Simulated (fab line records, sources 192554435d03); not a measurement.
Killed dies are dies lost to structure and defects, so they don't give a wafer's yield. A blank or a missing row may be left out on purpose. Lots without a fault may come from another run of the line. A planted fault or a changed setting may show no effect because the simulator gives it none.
Which tool did it? | flow n5_finfet | 9 lots, 25 wafers sampled, at 3 steps of a route of 1938

WHAT THE GAUGES READ, wafer by wafer
N5_BEOL_M3_OCD_MEAS_38.
lot  | measured     | on     | trench_depth_nm (nm)
L951 | day 7 18:05  | ocd-02 | 55.5 54.2 54.7
L954 | day 8 18:29  | ocd-02 | 55.3 53.8 55.3
L962 | day 10 07:29 | ocd-02 | 82.0 82.0
L964 | day 11 00:29 | ocd-02 | 80.7 78.6
L965 | day 11 11:13 | ocd-01 | 55.8 81.6 80.0
L967 | day 12 08:39 | ocd-01 | 55.0 53.6 54.9
L970 | day 12 17:36 | ocd-02 | 55.1 54.9 54.2
L969 | day 12 21:17 | ocd-01 | 53.4 54.0 54.9
L972 | day 12 23:05 | ocd-01 | 55.9 55.7 53.9

WHICH TOOL RAN EACH LOT (tool, then ch and the chambers of the sampled wafers, then the start)
lot  | N5_BEOL_M3_ETCH_70                 | N5_BEOL_M3_TRENCH_ETCH_37
L951 | rie_diel-01 ch 0,1,2, day 7 17:44  | rie_diel-01 ch 0,1,2, day 7 17:56
L954 | rie_diel-01 ch 1,2, day 8 18:08    | rie_diel-01 ch 1,2, day 8 18:20
L962 | rie_diel-01 ch 0,3, day 10 07:07   | rie_diel-01 ch 0,3, day 10 07:19
L964 | rie_diel-01 ch 1,2, day 11 00:07   | rie_diel-01 ch 1,2, day 11 00:19
L965 | rie_diel-01 ch 0,1,3, day 11 10:52 | rie_diel-01 ch 0,1,3, day 11 11:04
L967 | rie_diel-02 ch 1,2,3, day 12 08:18 | rie_diel-02 ch 1,2,3, day 12 08:30
L970 | rie_diel-02 ch 1,2,3, day 12 17:14 | rie_diel-02 ch 1,2,3, day 12 17:27
L969 | rie_diel-05 ch 1,2,3, day 12 20:56 | rie_diel-05 ch 1,2,3, day 12 21:08
L972 | rie_diel-02 ch 0,1,3, day 12 22:44 | rie_diel-02 ch 0,1,3, day 12 22:56
- N5_BEOL_M3_ETCH_70: etches SOC in N2/H2, target depth 80 nm, overetch 16 nm, time 120 s.
- N5_BEOL_M3_TRENCH_ETCH_37: etches SiOC in C4F6/O2, target depth 55.555 nm, time 29.2 s.

THE ANSWER, worked out from the rows above alone
Rule: what is usual is taken from the lots themselves. Put in order of their means at a reading, lots are off if they are a third of the lots or fewer, leave a main group of 4 or more, and stand apart from it by a gap of 3 or more times the standard deviation of the main group's means; of several such gaps the widest counts. A main group whose means are all the same, to the digits that the tables above print for the reading, isn't used. A lot without any number at a reading at which 4 lots or more have one is off too. The other lots that the step has rows for count as sound.
Off: L962, L964, L965, at N5_BEOL_M3_OCD_MEAS_38 (trench_depth_nm). The main group: mean 54.7 nm, standard deviation 0.33.
A tool fits if, at a process step before that reading, it ran every lot that is off, and no sound lot after the first of them. The gauges at N5_BEOL_M3_OCD_MEAS_38 are tried like those tools. One fits: rie_diel-01 at N5_BEOL_M3_ETCH_70 and N5_BEOL_M3_TRENCH_ETCH_37. At N5_BEOL_M3_ETCH_70 its last sound lot is L954 (day 8 18:08), its first lot that is off L962 (day 10 07:07): a fault that began between those two fits.

WHAT THE SIMULATOR HAD PUT IN
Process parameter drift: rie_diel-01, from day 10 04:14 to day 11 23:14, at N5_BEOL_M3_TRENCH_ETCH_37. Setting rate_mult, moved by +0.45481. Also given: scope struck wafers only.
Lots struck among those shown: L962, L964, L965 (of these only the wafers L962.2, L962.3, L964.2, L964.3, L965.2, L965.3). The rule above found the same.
